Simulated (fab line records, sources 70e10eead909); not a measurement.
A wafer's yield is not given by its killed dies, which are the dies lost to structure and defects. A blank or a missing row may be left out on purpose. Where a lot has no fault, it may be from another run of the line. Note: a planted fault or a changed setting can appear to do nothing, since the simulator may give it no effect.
What tool caused it? :: flow nandHarc :: 13 lots with 39 wafers sampled at 6 steps, on a route of 1302 steps

## WHAT THE GAUGES SHOWED, per wafer
NHARC_A_ONON_D1_THK_MEAS_24: measures by ellipsometry.
lot: L433
measured: day 9 03:37
on: filmMetro-02
thkNm (nm): 1001 1002 1002

lot: L434
measured: day 9 09:47
on: filmMetro-02
thkNm (nm): 1015 1016 1016

lot: L436
measured: day 10 10:01
on: filmMetro-01
thkNm (nm): 997 997 998

lot: L438
measured: day 11 04:20
on: filmMetro-01
thkNm (nm): 1004 1001 1000

lot: L441
measured: day 12 06:05
on: filmMetro-02
thkNm (nm): 997 1000 997

lot: L442
measured: day 13 03:01
on: filmMetro-02
thkNm (nm): 1001 1000 998

lot: L443
measured: day 13 06:49
on: filmMetro-02
thkNm (nm): 1001 1002 1002

lot: L445
measured: day 14 05:10
on: filmMetro-02
thkNm (nm): 999 1000 999

lot: L447
measured: day 14 17:30
on: filmMetro-02
thkNm (nm): 1013 1014 1012

lot: L451
measured: day 16 17:02
on: filmMetro-01
thkNm (nm): 1007 1007 1006

lot: L452
measured: day 17 00:06
on: filmMetro-01
thkNm (nm): 997 996 997

lot: L453
measured: day 17 05:11
on: filmMetro-02
thkNm (nm): 1009 1008 1007

lot: L454
measured: day 17 14:30
on: filmMetro-02
thkNm (nm): 1009 1009 1009

NHARC_A_ONON_D1_THK_MEAS_30: measures by ellipsometry.
lot: L433
measured: day 9 04:45
on: filmMetro-02
thkNm (nm): 1005 1004 1004

lot: L434
measured: day 9 10:55
on: filmMetro-02
thkNm (nm): 1010 1007 1009

lot: L436
measured: day 10 11:09
on: filmMetro-01
thkNm (nm): 1002 1001 1002

lot: L438
measured: day 11 05:29
on: filmMetro-02
thkNm (nm): 1005 1004 1004

lot: L441
measured: day 12 07:13
on: filmMetro-02
thkNm (nm): 1012 1012 1012

lot: L442
measured: day 13 04:08
on: filmMetro-02
thkNm (nm): 1027 1027 1025

lot: L443
measured: day 13 07:57
on: filmMetro-02
thkNm (nm): 640 642 642

lot: L445
measured: day 14 06:20
on: filmMetro-02
thkNm (nm): 632 632 630

lot: L447
measured: day 14 18:38
on: filmMetro-01
thkNm (nm): 636 637 637

lot: L451
measured: day 16 18:11
on: filmMetro-01
thkNm (nm): 1002 1001 1001

lot: L452
measured: day 17 01:14
on: filmMetro-01
thkNm (nm): 1000 1000 1000

lot: L453
measured: day 17 06:19
on: filmMetro-02
thkNm (nm): 990 990 992

lot: L454
measured: day 17 15:38
on: filmMetro-01
thkNm (nm): 1009 1008 1009

NHARC_A_CHANNEL_HOLE_D1_OVL_MEAS_11.
lot: L433
measured: day 9 14:23
on: overlay-02
overlayXNm (nm): 0.8 0.3 0.5
overlayYNm (nm): 0.1 0.2 0.2

lot: L434
measured: day 9 15:59
on: overlay-02
overlayXNm (nm): 0.6 0.2 0.5
overlayYNm (nm): -0.1 -0.1 0.1

lot: L436
measured: day 10 15:01
on: overlay-01
overlayXNm (nm): 0.7 0.6 0.7
overlayYNm (nm): 0.2 -0.5 -0.1

lot: L438
measured: day 11 10:53
on: overlay-01
overlayXNm (nm): 0.2 1.1 1.1
overlayYNm (nm): -0.6 -0.7 -0.2

lot: L441
measured: day 12 10:31
on: overlay-02
overlayXNm (nm): -0.6 -0.6 -0.4
overlayYNm (nm): -0.2 -0.5 -0.6

lot: L442
measured: day 13 08:37
on: overlay-02
overlayXNm (nm): -0.8 -0.3 -0.9
overlayYNm (nm): 0.4 -0.2 0.4

lot: L451
measured: day 17 02:13
on: overlay-01
overlayXNm (nm): 0.3 -0.1 -0.3
overlayYNm (nm): -0.8 -0.5 -0.5

lot: L452
measured: day 17 07:42
on: overlay-01
overlayXNm (nm): -0.7 -0.9 -1.5
overlayYNm (nm): 0.4 -0.4 -0.3

lot: L453
measured: day 17 09:44
on: overlay-01
overlayXNm (nm): 1.2 1.6 1.5
overlayYNm (nm): -0.2 0.2 0.8

lot: L454
measured: day 17 18:50
on: overlay-01
overlayXNm (nm): -1.1 -0.2 -0.4
overlayYNm (nm): 1.5 1.2 1.4

NHARC_END_SORT_01.
lot: L443
measured: day 29 17:55
on: prober-02
killedAtArray: 674 676 669
killedAtOther: 0 0 2
killedAtPeriphery: 3 1 6
killedDies: 677 677 677
killedOpen: 3 3 3
killedShort: 3 3 1

lot: L445
measured: day 30 20:51
on: prober-01
killedAtArray: 674 675 673
killedAtOther: 1 1 1
killedAtPeriphery: 2 1 3
killedDies: 677 677 677
killedOpen: 4 5 4
killedShort: 3 1 2

lot: L447
measured: day 30 09:01
on: prober-02
killedAtArray: 671 669 666
killedAtOther: 0 1 0
killedAtPeriphery: 6 7 11
killedDies: 677 677 677
killedOpen: 4 2 3
killedShort: 3 5 0

## TOOL THAT RAN EACH LOT (tool first, then ch and the chambers of the sampled wafers, then the start)
lot: L433
NHARC_A_ONON_D1_DEP_28: pecvdOnon-01 ch 0, day 9 04:14
NHARC_A_CHANNEL_HOLE_D1_DESCUM_15: rieDiel-05 ch 0,1,2, day 9 14:30

lot: L434
NHARC_A_ONON_D1_DEP_28: pecvdOnon-02 ch 0, day 9 10:25
NHARC_A_CHANNEL_HOLE_D1_DESCUM_15: rieDiel-05 ch 0,2,3, day 9 16:05

lot: L436
NHARC_A_ONON_D1_DEP_28: pecvdOnon-03 ch 0, day 10 10:46
NHARC_A_CHANNEL_HOLE_D1_DESCUM_15: rieDiel-09 ch 0,1, day 10 15:07

lot: L438
NHARC_A_ONON_D1_DEP_28: pecvdOnon-03 ch 0, day 11 05:02
NHARC_A_CHANNEL_HOLE_D1_DESCUM_15: rieDiel-05 ch 0,1,3, day 11 10:59

lot: L441
NHARC_A_ONON_D1_DEP_28: pecvdOnon-03 ch 0, day 12 06:42
NHARC_A_CHANNEL_HOLE_D1_DESCUM_15: rieDiel-05 ch 1,2, day 12 10:40

lot: L442
NHARC_A_ONON_D1_DEP_28: pecvdOnon-02 ch 0, day 13 03:38
NHARC_A_CHANNEL_HOLE_D1_DESCUM_15: rieDiel-05 ch 2,3, day 13 08:43

lot: L443
NHARC_A_ONON_D1_DEP_28: pecvdOnon-02 ch 0, day 13 07:26
NHARC_A_CHANNEL_HOLE_D1_DESCUM_15: -

lot: L445
NHARC_A_ONON_D1_DEP_28: pecvdOnon-02 ch 0, day 14 05:50
NHARC_A_CHANNEL_HOLE_D1_DESCUM_15: -

lot: L447
NHARC_A_ONON_D1_DEP_28: pecvdOnon-02 ch 0, day 14 18:08
NHARC_A_CHANNEL_HOLE_D1_DESCUM_15: -

lot: L451
NHARC_A_ONON_D1_DEP_28: pecvdOnon-01 ch 0, day 16 17:40
NHARC_A_CHANNEL_HOLE_D1_DESCUM_15: rieDiel-09 ch 1,3, day 17 02:19

lot: L452
NHARC_A_ONON_D1_DEP_28: pecvdOnon-03 ch 0, day 17 00:44
NHARC_A_CHANNEL_HOLE_D1_DESCUM_15: rieDiel-05 ch 0,2,3, day 17 07:49

lot: L453
NHARC_A_ONON_D1_DEP_28: pecvdOnon-02 ch 0, day 17 05:49
NHARC_A_CHANNEL_HOLE_D1_DESCUM_15: rieDiel-05 ch 0,1,2, day 17 09:50

lot: L454
NHARC_A_ONON_D1_DEP_28: pecvdOnon-01 ch 0, day 17 15:07
NHARC_A_CHANNEL_HOLE_D1_DESCUM_15: rieDiel-06 ch 1,3, day 17 18:58
- NHARC_A_ONON_D1_DEP_28: target thk 1000 nm.
- NHARC_A_CHANNEL_HOLE_D1_DESCUM_15: chemistry O2, time 3 s.

## AS READ BY THE TOOLS THEMSELVES (means over the sampled wafers that have a number; for cases with no such wafer, the mark the record gives instead)
NHARC_A_CHANNEL_HOLE_D1_DESCUM_15.
lot: L433
tool: rieDiel-05
drypumpMotorCurrentA (A): 5.8
oesProductAu (a.u.): 1.000
rfVppV (V): 58.0
showerheadPlenumPTorr (Torr): 1.94
throttleValvePct (%): 11.315

lot: L434
tool: rieDiel-05
drypumpMotorCurrentA (A): 5.8
oesProductAu (a.u.): 1.014
rfVppV (V): 58.3
showerheadPlenumPTorr (Torr): 1.93
throttleValvePct (%): 11.315

lot: L436
tool: rieDiel-09
drypumpMotorCurrentA (A): 6.2
oesProductAu (a.u.): 0.990
rfVppV (V): 57.9
showerheadPlenumPTorr (Torr): 2.06
throttleValvePct (%): 11.318

lot: L438
tool: rieDiel-05
drypumpMotorCurrentA (A): 5.6
oesProductAu (a.u.): 0.998
rfVppV (V): 57.7
showerheadPlenumPTorr (Torr): 1.98
throttleValvePct (%): 11.313

lot: L441
tool: rieDiel-05
drypumpMotorCurrentA (A): 5.9
oesProductAu (a.u.): 0.990
rfVppV (V): 57.9
showerheadPlenumPTorr (Torr): 1.96
throttleValvePct (%): 11.308

lot: L442
tool: rieDiel-05
drypumpMotorCurrentA (A): 6.1
oesProductAu (a.u.): 1.003
rfVppV (V): 57.8
showerheadPlenumPTorr (Torr): 1.94
throttleValvePct (%): 11.303

lot: L451
tool: rieDiel-09
drypumpMotorCurrentA (A): 6.3
oesProductAu (a.u.): 1.001
rfVppV (V): 58.6
showerheadPlenumPTorr (Torr): 2.04
throttleValvePct (%): 11.318

lot: L452
tool: rieDiel-05
drypumpMotorCurrentA (A): 5.9
oesProductAu (a.u.): 0.997
rfVppV (V): 57.7
showerheadPlenumPTorr (Torr): 1.93
throttleValvePct (%): 11.309

lot: L453
tool: rieDiel-05
drypumpMotorCurrentA (A): 5.7
oesProductAu (a.u.): 0.991
rfVppV (V): 57.9
showerheadPlenumPTorr (Torr): 1.93
throttleValvePct (%): 11.309

lot: L454
tool: rieDiel-06
drypumpMotorCurrentA (A): 5.3
oesProductAu (a.u.): 1.007
rfVppV (V): 58.2
showerheadPlenumPTorr (Torr): 1.96
throttleValvePct (%): 11.310

## THE ANSWER, worked out from the rows above alone
Rule: usual is defined by the lots themselves. The widest of any qualifying gaps counts: lots, ordered by their means at a reading, are off when they make up no more than a third of the lots, leave a main group of 4 or more, and stand apart from it by 3 or more times the standard deviation of that group's means. A main group whose means are all the same, to the digits that the tables above print for the reading, isn't used. Also off: a lot with no number at a reading for which 4 or more lots have one. All remaining lots with rows at the step are treated as sound. After the gauges, taken in route order, come the tools' own readings; for these a lot's mean is taken, as printed above. The first step at which some lot is off is used, and at that step the reading that is off furthest; a lot without a number counts as furthest.
Off: L443, L445, L447, at NHARC_A_ONON_D1_THK_MEAS_30 (thkNm). The main group: mean 1006 nm, standard deviation 8.8.
A tool fits if, at a process step before that reading, it ran every lot that is off, and no sound lot after the first of them. Gauges at NHARC_A_ONON_D1_THK_MEAS_30: tried the same way as those tools. No candidate that was tried fits.

## WHAT THE SIMULATOR HAD PUT IN
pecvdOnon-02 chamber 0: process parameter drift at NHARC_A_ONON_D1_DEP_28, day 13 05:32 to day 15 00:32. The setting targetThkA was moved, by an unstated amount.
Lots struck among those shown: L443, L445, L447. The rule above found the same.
